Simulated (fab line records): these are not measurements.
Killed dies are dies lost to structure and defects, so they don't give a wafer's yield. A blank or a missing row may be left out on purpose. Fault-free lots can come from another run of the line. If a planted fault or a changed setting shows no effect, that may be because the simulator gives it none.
Problem report, 8D (eight disciplines) form, completed by code + flow n5_finfet + the parts of the form that need people (team, actions taken, sign-off) are left out

== 1. WHAT IS WRONG ==
V7_OVL at N5_BEOL_M8_OVL_MEAS_29 reads a mean of 4.1 nm on 6 wafers of 2 lots; wafers without a fault read -0.5 nm with a standard deviation of 0.7. Measured from the usual mean, that is +6.5 standard deviations.
Seen first at day 11 18:53 on overlay-01, wafer L588.2. Wafers with a number at this step in the record: 18, from 6 lots. Rule for "out" (also "out of limits"): further than 4 standard deviations from the usual mean. Any other wafer with a number is counted as sound.

== 2. WHAT IT IS AND WHAT IT IS NOT ==
| question                    | is                     | is not                                                                         |
|-----------------------------|------------------------|--------------------------------------------------------------------------------|
| which readings at this step | V7_OVL                 | -                                                                              |
| which lots                  | L588, L589             | L584, L597, L598, L600                                                         |
| which wafers of those lots  | all that have a number | -                                                                              |
| read on which gauges        | overlay-01, overlay-02 | -                                                                              |
| when                        | from day 11 18:53      | up to then (3 sound wafers); but 9 sound wafers of L597, L598, L600 came after |

== 3. THE SUSPECTS, EACH WITH WHAT RULES IT OUT ==
Counting: any tool at a process step up to the reading is kept as a suspect provided that every lot that is out went through it and no sound lot did after the first of them.
- ruled out: the gauge at N5_BEOL_M8_OVL_MEAS_29. 2 gauges (overlay-01, overlay-02) read the wafers that are out.
- euv_scanner-01 at N5_BEOL_M8_EXPOSE_25 (exposes mask V7, target cd 40 nm): kept. It processed each lot that is out, first L588 at day 11 18:44, and no sound lot thereafter; up to then, the last sound lot it processed was L584 at day 10 11:55.
After counting, what remains is euv_scanner-01 at N5_BEOL_M8_EXPOSE_25.

== 4. THE CAUSE (what the simulator had put in) ==
Scanner matching overlay: euv_scanner-01, from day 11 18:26 on, at N5_BEOL_M8_EXPOSE_25. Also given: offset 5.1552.
Only this tool survived the counting.

== 5. THE CHAIN OF EFFECTS, in route order ==
Rows list readings where the struck wafers' mean (over those with a number) sits beyond 3 standard deviations from the usual. Only readings whose record carries a usual standard deviation are examined. hours: median over the lots of the time between each lot's start at the first step of this table that gives one and its start at this step. sigmas: the change, counted in usual standard deviations.
| hours | step                   | reading | usual   | on struck wafers | change | sigmas |
|-------|------------------------|---------|---------|------------------|--------|--------|
| 0     | N5_BEOL_M8_OVL_MEAS_29 | V7_OVL  | -0.5 nm | 4.1              | +4.6   | +6.5   |
At these later measuring or inspecting steps, every struck wafer for which the step has a row has a number for every such reading, and none has moved that far: N5_BEOL_M8_INSPECT_30.

== 6. WHAT WOULD HAVE CAUGHT IT SOONER ==
0 hours passed between the start of the fault at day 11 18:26 and the first reading out of limits at a measuring or inspecting step in this record, taken at day 11 18:53.
Of the tool readings at N5_BEOL_M8_EXPOSE_25 for which the record gives a usual standard deviation, none was out on any struck wafer, so an alarm limit of 4 standard deviations on them would not have fired.
Lots out: 2; all had begun N5_BEOL_M8_EXPOSE_25 on euv_scanner-01 by day 11 18:53. A hold on the tool at that time would have spared none of them.
